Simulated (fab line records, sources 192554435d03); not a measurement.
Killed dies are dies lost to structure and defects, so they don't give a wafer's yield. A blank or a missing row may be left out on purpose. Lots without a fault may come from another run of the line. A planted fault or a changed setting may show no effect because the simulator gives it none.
A struck lot beside a sound one | flow n5_finfet | 30 steps out of a route of 1938
Sound: wafers L504.3, L504.5, L504.6. Struck: wafer L513.4. (L513.2, L513.6 of the same lot were not struck and are left out.) The cause comes at the end.
At each step with rows: each side's tool, then ch and its chambers, then its first start. Under that, the readings that differ: sound wafers | struck wafers | difference of the means | sigmas: that difference in standard deviations of wafers without a fault.
alike: readings whose means differ by less than 2 such deviations, and words and numbers that are the same on both sides. not compared: withheld readings, readings that some wafer has no value for, bounds like >300 that may hide the same value, and numbers for which the record gives no deviation and whose values overlap.
The two part at a step that has a row with sigmas, a row that says differs or no value, or rows on one side only. Numbers that don't overlap but have no deviation are shown without sigmas and don't part them. A reading that every wafer of one side lacks parts them only if that side has two wafers or more.

first, 6 steps without rows for these wafers: N5_FIN_SAQP_PRECLEAN_42 (cleans in O3/DIW, time 60 s); N5_FIN_SAQP_PRECLEAN_00 (cleans in SC1, time 60 s); N5_FIN_SAQP_PRECLEAN_44 (cleans in SC2, time 45 s); N5_FIN_SAQP_SRD_01 (time 30 s); N5_FIN_SAQP_ALD_61 (deposits SiO2, target thk 4 nm, pulse time 1 s, purge time 2 s); N5_FIN_SAQP_DENSIFY_62 (time 60 s).
N5_FIN_SAQP_HM_DEP_03: deposits SiNx from SiH4/NH3/N2, target thk 38 nm, time 33.6 s.
  sound on pecvd-02 ch 0,1,2, day 2 17:11; struck on pecvd-03 ch 1, day 4 21:58
  alike: heater_power_w, showerhead_plenum_p_Torr, throttle_valve_pct
N5_FIN_SAQP_THK_MEAS_05:
  sound on film_metro-02, day 2 17:17; struck on film_metro-01, day 4 22:03
  alike: thk_nm
N5_FIN_SAQP_PECVD_47: deposits a-Si from SiH4/He, target thk 45 nm, time 36.3 s.
  sound on pecvd-03 ch 0,1, day 2 17:20; struck on pecvd-01 ch 0, day 4 22:05
  alike: heater_power_w, showerhead_plenum_p_Torr, throttle_valve_pct
then, 2 steps without rows for these wafers: N5_FIN_SAQP_PECVD_48 (deposits SiNx from SiH4/NH3/N2, target thk 25 nm, time 22.1 s); N5_FIN_SAQP_PECVD_06 (deposits a-Si from SiH4/He, target thk 60 nm, time 48.1 s).
N5_FIN_SAQP_THK_MEAS_07:
  sound on film_metro-01, day 2 17:34; struck on film_metro-02, day 4 22:16
  alike: thk_nm
N5_FIN_SAQP_HM_DEP_72: deposits SiO2 from SiH4/N2O, target thk 12 nm, time 7.2 s.
  sound on pecvd-02 ch 0,2, day 2 17:35; struck on pecvd-02 ch 2, day 4 22:17
  reading                                      | sound            | struck | difference | sigmas
  model.SiO2_of_FIN_SAQP_HM_DEP_72.thk_nm (nm) | 12.14 12.03 12.4 | 8.269  | -3.921     |
  alike: heater_power_w, showerhead_plenum_p_Torr
then, 8 steps without rows for these wafers: N5_FIN_SAQP_COAT_49 (time 60 s, resist thk 100 nm); N5_FIN_SAQP_COAT_50 (time 60 s, resist thk 35 nm); N5_FIN_SAQP_COAT_10 (resist thk 90 nm); N5_FIN_SAQP_EBR_12; N5_FIN_SAQP_SOFTBAKE_11 (time 60 s); N5_FIN_SAQP_EXPOSE_13 (exposes mask FIN CORE, target cd 35.6 nm); N5_FIN_SAQP_PEB_14 (peb time 60 s); N5_FIN_SAQP_DEVELOP_15 (develop time 30 s).
N5_FIN_SAQP_CD_MEAS_16: target cd 35.6 nm.
  sound on cd_sem-02 ch 0, day 2 18:02; struck on cd_sem-01 ch 0, day 4 22:44
  reading    | sound             | struck | difference | sigmas
  cd_nm (nm) | 35.16 35.25 35.24 | 36.04  | +0.82      | +3
N5_FIN_SAQP_OVL_MEAS_17:
  sound on overlay-01 ch 0, day 2 18:05; struck on overlay-01 ch 0, day 4 22:47
  alike: FIN_CORE_OVL
N5_FIN_SAQP_INSPECT_18: inspects for defects (brightfield).
  sound on defect_inspect-02, day 2 18:06; struck on defect_inspect-02, day 4 22:49
  alike: raw_defect_count
N5_FIN_SAQP_DESCUM_21: chemistry O2, time 7.9 s.
  sound on rie_diel-02 ch 2,3, day 2 18:08; struck on rie_diel-02 ch 2, day 4 22:50
  alike: chamber_pressure_mTorr, drypump_motor_current_A, oes_product_au, rf_vpp_V, showerhead_plenum_p_Torr, throttle_valve_pct
  not compared: rf_hours_counter_h
N5_FIN_SAQP_ETCH_51: etches SiARC in CF4, target depth 45.5 nm, time 75.8 s.
  sound on rie_diel-02 ch 2,3, day 2 18:10; struck on rie_diel-02 ch 2, day 4 22:53
  alike: chamber_pressure_mTorr, drypump_motor_current_A, etch_rf_on_time_s, oes_product_au, rf_vpp_V, showerhead_plenum_p_Torr, throttle_valve_pct
  not compared: rf_hours_counter_h
N5_FIN_SAQP_ETCH_52: etches SOC in N2/H2, target depth 100 nm, overetch 20 nm, time 150 s.
  sound on rie_diel-02 ch 2,3, day 2 18:14; struck on rie_diel-02 ch 2, day 4 22:56
  alike: chamber_pressure_mTorr, drypump_motor_current_A, oes_product_au, rf_vpp_V, showerhead_plenum_p_Torr, throttle_valve_pct
  not compared: rf_hours_counter_h
then, 1 step without rows for these wafers: N5_FIN_SAQP_STRIP_53 (strips in N2/H2).
N5_FIN_SAQP_HM_OPEN_73: chemistry CHF3/O2, target SiO2, stops on a-Si, target depth 12 nm, time 16.8 s.
  sound on rie_diel-02 ch 2,3, day 2 18:20; struck on rie_diel-02 ch 2, day 4 23:02
  reading                  | sound            | struck | difference | sigmas
  model.etch.depth_nm (nm) | 12.14 12.03 12.4 | 8.269  | -3.921     |
  alike: chamber_pressure_mTorr, drypump_motor_current_A, oes_product_au, rf_vpp_V, showerhead_plenum_p_Torr, throttle_valve_pct
  not compared: rf_hours_counter_h
then, 1 step without rows for these wafers: N5_FIN_SAQP_STRIP_74 (strips in CHF3/O2).

WHERE THEY PART
Only at N5_FIN_SAQP_CD_MEAS_16, within this record. Later steps at which nothing parts them and some readings are alike: N5_FIN_SAQP_OVL_MEAS_17, N5_FIN_SAQP_INSPECT_18, N5_FIN_SAQP_DESCUM_21, N5_FIN_SAQP_ETCH_51, N5_FIN_SAQP_ETCH_52, N5_FIN_SAQP_HM_OPEN_73.

WHY: what the simulator had put in
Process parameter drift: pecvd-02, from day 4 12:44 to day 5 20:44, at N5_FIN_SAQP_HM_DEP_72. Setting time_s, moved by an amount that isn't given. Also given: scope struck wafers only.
